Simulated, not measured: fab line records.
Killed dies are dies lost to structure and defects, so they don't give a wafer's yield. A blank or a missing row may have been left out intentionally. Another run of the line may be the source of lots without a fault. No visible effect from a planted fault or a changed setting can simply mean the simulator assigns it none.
Split-lot study + flow n5Finfet + route with 1938 steps; 7 lots, 21 wafers read

## THE SPLIT ITSELF
At N5_BEOL_M0_SAQP_ETCH_88 (etches underlayer in N2/H2, target depth 6.5 nm, time 5.2 s), the setting sourceW was moved away from the recipe's 840 W on 8 of the 21 wafers read, by -15.6% to +8.1%. All remaining wafers had this setting at the recipe value.

The split's own step is where the reading is taken.

## THE READING
rfVppV, in V, at N5_BEOL_M0_SAQP_ETCH_88 (etches underlayer in N2/H2, target depth 6.5 nm, time 5.2 s). Typical for fault-free wafers on this fab line: 523.3 V, with standard deviation 2.3 V.

| wafer  | tool, chamber at the split | sourceW as run, W | against the recipe | rfVppV, V | against lot-mates on the recipe |
|--------|----------------------------|-------------------|--------------------|-----------|---------------------------------|
| L077.2 | rieDiel-06, 3              | 840               | recipe             | 522.2     | -                               |
| L077.4 | rieDiel-06, 2              | 719.6             | -14.3%             | 553.2     | +30.3                           |
| L077.6 | rieDiel-06, 1              | 840               | recipe             | 523.6     | -                               |
| L078.1 | rieDiel-05, 3              | 840               | recipe             | 523.4     | -                               |
| L078.5 | rieDiel-05, 0              | 840               | recipe             | 521.1     | -                               |
| L078.6 | rieDiel-05, 1              | 761.5             | -9.3%              | 542.2     | +20.0                           |
| L079.4 | rieDiel-05, 3              | 840               | recipe             | 524.3     | -                               |
| L079.5 | rieDiel-05, 0              | 840               | recipe             | 521.4     | -                               |
| L079.6 | rieDiel-05, 3              | 840               | recipe             | 524.2     | -                               |
| L082.1 | rieDiel-01, 3              | 708.7             | -15.6%             | 553.7     | +32.1                           |
| L082.4 | rieDiel-01, 2              | 840               | recipe             | 521.6     | -                               |
| L082.6 | rieDiel-01, 0              | 708.7             | -15.6%             | 555.0     | +33.4                           |
| L084.3 | rieDiel-06, 0              | 907.8             | +8.1%              | 512.3     | -13.4                           |
| L084.4 | rieDiel-06, 1              | 840               | recipe             | 525.7     | -                               |
| L084.5 | rieDiel-06, 2              | 840               | recipe             | 525.7     | -                               |
| L086.2 | rieDiel-05, 2              | 879.8             | +4.7%              | 517.0     | no lot-mate on the recipe       |
| L086.3 | rieDiel-05, 0              | 879.8             | +4.7%              | 512.8     | no lot-mate on the recipe       |
| L086.4 | rieDiel-05, 3              | 879.8             | +4.7%              | 514.1     | no lot-mate on the recipe       |
| L089.1 | rieDiel-06, 3              | 840               | recipe             | 519.1     | -                               |
| L089.3 | rieDiel-06, 1              | 840               | recipe             | 522.9     | -                               |
| L089.5 | rieDiel-06, 3              | 840               | recipe             | 521.8     | -                               |

THE FIT
A straight line over all 21 wafers: rfVppV changes by -1.95 V for each +1% of sourceW; r = -0.99; the points scatter about the line by 2.1 V.
The same after taking each lot's own level away (the mean of its wafers on the recipe; 18 wafers): -2.05 V for each +1%; r = -1.00; scatter 1.3 V.
According to that fit, moving sourceW by its largest amount changes the reading by 32 V.
The lots' own levels span 521.27 to 525.70 V, that is 1.9 times the standard deviation above.
So the lot-to-lot level changes the slope little: the two slopes agree.
Check: with one of the wafers moved furthest among these (-15.6%) left out of the fit, the line predicts +32.5 V for it against its lot-mates. Against them it came out at +32.1 V.
Tool readings at the split's step, against how far the setting was moved: etchRfOnTimeS r = -0.97; rfVppV r = -0.99.

## THE OTHER SPLITS THESE WAFERS WENT THROUGH
Other splits were also applied to these wafers ahead of the reading. Each is held against what the fit with the lots' levels taken away leaves over:
| other split on the same wafers              | wafers away from the commonest value | r with rfVppV (lot level and that fit taken away) |
|---------------------------------------------|--------------------------------------|---------------------------------------------------|
| N5_GATE_CUT_COAT_34 spinRpm                 | 5                                    | +0.33                                             |
| N5_MOL_CONTACT_COAG_ETCH_105 biasW          | 5                                    | -0.53                                             |
| N5_MOL_CONTACT_COAG_CONTACT_ETCH_14 sourceW | 10                                   | +0.39                                             |
| N5_MOL_CONTACT_COAG_ALD_27 aldCycles        | 7                                    | +0.24                                             |
| N5_MOL_CONTACT_COAG_ALD_123 aldCycles       | 6                                    | +0.27                                             |
| N5_BEOL_M0_SAQP_PECVD_03 timeS              | 4                                    | -0.25                                             |
| N5_BEOL_M0_SAQP_COAT_08 spinRpm             | 5                                    | +0.05                                             |

## THE WHOLE CHAIN: every reading that the file lists as answering this split, in the file's order
| step                    | what it does                                                | reading       | change (the file's fit)              | r (the file's) |
|-------------------------|-------------------------------------------------------------|---------------|--------------------------------------|----------------|
| N5_BEOL_M0_SAQP_ETCH_88 | etches underlayer in N2/H2, target depth 6.5 nm, time 5.2 s | etchRfOnTimeS | withheld for each +1% of the setting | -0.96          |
| N5_BEOL_M0_SAQP_ETCH_88 | etches underlayer in N2/H2, target depth 6.5 nm, time 5.2 s | rfVppV        | -2.06 V for each +1% of the setting  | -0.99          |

## FILE'S OWN FIT
rfVppV changes by -2.06 V for each +1% of sourceW, r = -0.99.
